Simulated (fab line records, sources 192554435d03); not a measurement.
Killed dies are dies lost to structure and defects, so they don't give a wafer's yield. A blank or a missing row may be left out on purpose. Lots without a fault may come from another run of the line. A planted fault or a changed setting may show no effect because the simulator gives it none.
Chamber matching | flow n5_finfet | N5_SDB_HM_OPEN_20 on rie_diel-01: 4 sister chambers
The step chemistry CH3F/O2, target SiNx, stops on poly-Si, target depth 24 nm. 24 wafers are shown with their chamber, then 12 later ones without.

WAFERS WITH THEIR CHAMBER
wafer  | chamber | drypump_motor_current_A (A) | throttle_valve_pct (%) | rf_vpp_V (V)
L078.1 | 3       | 5.5                         | 16.46                  | 300
L078.3 | 2       | 6.3                         | 16.33                  | 307
L078.5 | 3       | 5.5                         | 16.48                  | 302
L081.1 | 2       | 6.3                         | 16.34                  | 309
L081.2 | 0       | 5.2                         | 16.03                  | 301
L081.3 | 3       | 5.5                         | 16.47                  | 301
L084.3 | 1       | 6.0                         | 16.69                  | 291
L084.4 | 3       | 5.6                         | 16.47                  | 299
L084.5 | 3       | 5.5                         | 16.48                  | 300
L085.3 | 1       | 6.0                         | 16.66                  | 290
L085.5 | 3       | 5.6                         | 16.50                  | 300
L085.6 | 0       | 5.2                         | 16.06                  | 301
L086.2 | 2       | 6.3                         | 16.36                  | 307
L086.3 | 1       | 6.0                         | 16.66                  | 291
L086.5 | 1       | 6.0                         | 16.70                  | 291
L088.3 | 2       | 6.3                         | 16.39                  | 307
L088.4 | 3       | 5.6                         | 16.50                  | 300
L088.6 | 2       | 6.3                         | 16.38                  | 308
L091.1 | 2       | 6.3                         | 16.36                  | 307
L091.2 | 0       | 5.2                         | 16.07                  | 300
L091.5 | 1       | 6.0                         | 16.68                  | 291
L093.1 | 2       | 6.3                         | 16.40                  | 308
L093.2 | 3       | 5.6                         | 16.53                  | 300
L093.3 | 1       | 6.0                         | 16.70                  | 292

SIGNATURES (means of the wafers above)
reading                 | chamber 0 | chamber 1 | chamber 2 | chamber 3 | scatter within a chamber
drypump_motor_current_A | 5.200     | 6.000     | 6.300     | 5.550     | 0.0316
throttle_valve_pct      | 16.0533   | 16.6817   | 16.3657   | 16.4862   | 0.0225
rf_vpp_V                | 300.67    | 291.00    | 307.57    | 300.25    | 0.771
Rule: a wafer's distance from a chamber is the root of the sum, over the readings, of the square of ((its reading less the chamber's mean) divided by the reading's scatter). The wafer belongs to the nearest chamber; if the next one is less than 2 further off, it can't be placed. The scatter: the root of (the sum of the squares of (reading less its chamber's mean) over the shown wafers, divided by (wafers less chambers)).

WAFERS WITHOUT THEIR CHAMBER
wafer  | drypump_motor_current_A (A) | throttle_valve_pct (%) | rf_vpp_V (V)
L094.2 | 6.0                         | 16.71                  | 291
L094.4 | 6.2                         | 16.40                  | 307
L094.5 | 5.2                         | 16.09                  | 303
L095.1 | 6.2                         | 16.41                  | 307
L095.2 | 5.2                         | 16.09                  | 300
L095.3 | 6.0                         | 16.71                  | 292
L096.2 | 5.5                         | 16.52                  | 301
L096.3 | 6.0                         | 16.71                  | 291
L096.4 | 6.3                         | 16.40                  | 307
L097.1 | 6.0                         | 16.72                  | 292
L097.3 | 5.6                         | 16.54                  | 301
L097.6 | 6.3                         | 16.41                  | 308

WHICH CHAMBER EACH WENT THROUGH
wafer  | from the rows above | in truth
L094.2 | 1                   | 1
L094.4 | 2                   | 2
L094.5 | 0                   | 0
L095.1 | 2                   | 2
L095.2 | 0                   | 0
L095.3 | 1                   | 1
L096.2 | 3                   | 3
L096.3 | 1                   | 1
L096.4 | 2                   | 2
L097.1 | 1                   | 1
L097.3 | 3                   | 3
L097.6 | 2                   | 2
Placed correctly: 12 of 12. Can't be placed from these rows: 0. Placed wrongly: 0.
